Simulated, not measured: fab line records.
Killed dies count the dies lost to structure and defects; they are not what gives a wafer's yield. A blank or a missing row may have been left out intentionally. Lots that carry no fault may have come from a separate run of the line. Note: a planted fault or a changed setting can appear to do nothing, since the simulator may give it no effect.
Chamber matching ; flow nand_harc ; NHARC_P_M1_STRIP_18 on rie_diel-13 has 4 sister chambers
The step strips in N2/H2. 4 wafers are shown with their chamber, then 11 later ones without.

WAFERS, EACH WITH ITS CHAMBER
wafer;chamber;drypump_motor_current_A (A)
L079.6;3;5.1
L087.1;2;5.3
L089.5;1;6.4
L090.1;0;5.5

WAFERS WITHOUT THEIR CHAMBER
wafer;drypump_motor_current_A (A)
L090.2;5.4
L090.4;5.1
L091.4;5.1
L091.5;6.4
L091.6;5.5
L094.1;5.4
L094.4;5.1
L094.5;6.4
L097.1;5.4
L097.3;6.4
L097.4;5.5

WHICH CHAMBER EACH ONE RAN IN
wafer;from the rows above;in truth
L090.2;can't be placed: 0 or 2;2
L090.4;3;3
L091.4;3;3
L091.5;1;1
L091.6;0;0
L094.1;can't be placed: 0 or 2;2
L094.4;3;3
L094.5;1;1
L097.1;can't be placed: 0 or 2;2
L097.3;1;1
L097.4;0;0
Placed correctly: 8 of 11. Unplaceable from these rows: 3, with the true chamber sitting among the candidates in 3. Wrongly placed: 0.
How it was worked out, from the rows above alone: a wafer's distance from a chamber is the root of the sum, over the readings, of the square of ((its reading less the chamber's mean) divided by the reading's scatter). If the next closest chamber is less than 2 further off than the closest, the wafer can't be placed; otherwise it belongs to the closest. For every chamber, the mean is computed from those of its wafers that are shown. The scatter: root of mean squared gap, hidden wafer to nearest shown wafer, with one shown wafer a chamber.
